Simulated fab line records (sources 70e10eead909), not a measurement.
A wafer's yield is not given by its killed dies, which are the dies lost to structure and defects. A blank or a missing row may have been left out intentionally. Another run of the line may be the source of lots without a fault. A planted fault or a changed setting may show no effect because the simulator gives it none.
A lot that was struck, set against a sound lot | flow nand-harc | 18 out of 1159 route steps
Sound: wafers L749.3, L749.4, L749.5. Struck: wafers L753.2, L753.3, L753.6. At the end, the cause is stated.
Each step with rows lists, per side, the tool, then ch with its chambers, then its first start. Under that, the readings that differ: sound wafers | struck wafers | difference of the means | sigmas: that difference in standard deviations of wafers without a fault.
alike: same words and numbers on both sides, and readings whose means sit less than 2 such deviations apart. not compared: any withheld reading, any reading some wafer has no value for, any bound like >300 that may hide the same value, and any number with overlapping values for which the record gives no deviation.
A row with sigmas, a row that says differs or no value, or rows on one side alone: a step with any of these is where the two part. Non-overlapping numbers with no deviation appear without sigmas and do not part them. Lack of a reading on every wafer of one side parts them only where that side has two or more wafers.

NHARC_P_ZERO_WELL_CD_MEAS_11: the cd target is 500 nm.
  sound on cd-sem-03 ch 0, day 2 01:16; struck on cd-sem-03 ch 0, day 3 01:14
  alike: cd-nm
then, 1 step without rows for these wafers: NHARC_P_ZERO_WELL_HARDBAKE_12 (time 65 s).
NHARC_P_ZERO_WELL_DESCUM_13: chemistry O2, time 3 s.
  sound on rie-diel-09 ch 1,3, day 2 01:26; struck on rie-diel-12 ch 0,1,2, day 3 01:25
  reading                | sound                | struck               | difference | sigmas
  throttle-valve-pct (%) | 11.338 11.319 11.327 | 11.301 11.313 11.309 | -0.020     | -2
  alike: drypump-motor-current-A, oes-product-au, rf-vpp-V, showerhead-plenum-p-Torr
  not compared: rf-hours-counter-h
NHARC_P_ZERO_WELL_ETCH_65: etches the open film in N2/H2, target depth 80 nm, overetch 24 nm, time 87.88 s.
  sound on rie-diel-09 ch 1,2,3, day 2 01:31; struck on rie-diel-12 ch 0,1,3, day 3 01:29
  alike: bias-w, drypump-motor-current-A, oes-product-au, rf-vpp-V, showerhead-plenum-p-Torr, throttle-valve-pct
  not compared: rf-hours-counter-h
NHARC_P_ZERO_WELL_ETCH_62: etches the open film in CHF3/Ar, target depth 13 nm, time 6.5 s.
  sound: rie-diel-09 ch 0,2; struck: rie-diel-12 ch 0,2
  alike: bias-w, drypump-motor-current-A, oes-product-au, rf-vpp-V, showerhead-plenum-p-Torr, throttle-valve-pct
  not compared: rf-hours-counter-h
NHARC_P_ZERO_WELL_ETCH_63: etches the open film in HBr/Cl2, target depth 120 nm, time 40.1 s.
  sound on rie-si-02 ch 2,3, day 2 01:40; struck on rie-si-04 ch 0,3, day 3 01:41
  alike: bias-w, drypump-motor-current-A, oes-product-au, throttle-valve-pct
  not compared: rf-hours-counter-h
then, 6 steps without rows for these wafers: NHARC_P_ZERO_WELL_STRIP_15 (strips in SPM, time 900 s); NHARC_P_ZERO_WELL_DEHYDRATE_16 (time 120 s); NHARC_P_ZERO_WELL_HMDS_17 (time 30 s); NHARC_P_ZERO_WELL_COAT_18; NHARC_P_ZERO_WELL_SOFTBAKE_19 (time 95 s); NHARC_P_ZERO_WELL_EBR_20.
NHARC_P_ZERO_WELL_EXPOSE_21: exposes mask P NWELL, target cd 720 nm.
  sound on krf-scanner-03 ch 0, day 2 02:20; struck on krf-scanner-03 ch 0, day 3 02:26
  reading | sound                         | struck                     | difference | sigmas
  mask    | P_NWELL#0 P_NWELL#0 P_NWELL#0 | P_HVPW#0 P_HVPW#0 P_HVPW#0 | differs    |
then, 2 steps without rows for these wafers: NHARC_P_ZERO_WELL_PEB_22 (peb time 85 s); NHARC_P_ZERO_WELL_DEVELOP_23 (time 70 s).
NHARC_P_ZERO_WELL_CD_MEAS_24: the cd target is 720 nm.
  sound on cd-sem-02 ch 0, day 2 02:29; struck on cd-sem-03 ch 0, day 3 02:35
  reading    | sound             | struck | difference                    | sigmas
  cd-nm (nm) | 723.9 722.6 721.9 | - - -  | no value on the struck wafers |
then, 1 step without rows for these wafers: NHARC_P_ZERO_WELL_HARDBAKE_25 (time 80 s).
-- jump in the record: it breaks off in module P_ZERO_WELL and resumes in module END (first step shown: number 1159 of the route), and 18 days separate the struck wafers' starts before and after --
NHARC_END_SORT_01:
  only the struck wafers appear in the record here, on prober-02 ch 0 at day 20 17:23; the sound ones have no rows

WHERE THEY PART
First at NHARC_P_ZERO_WELL_DESCUM_13; last, within this record, at NHARC_END_SORT_01.

WHY: what the simulator had put in
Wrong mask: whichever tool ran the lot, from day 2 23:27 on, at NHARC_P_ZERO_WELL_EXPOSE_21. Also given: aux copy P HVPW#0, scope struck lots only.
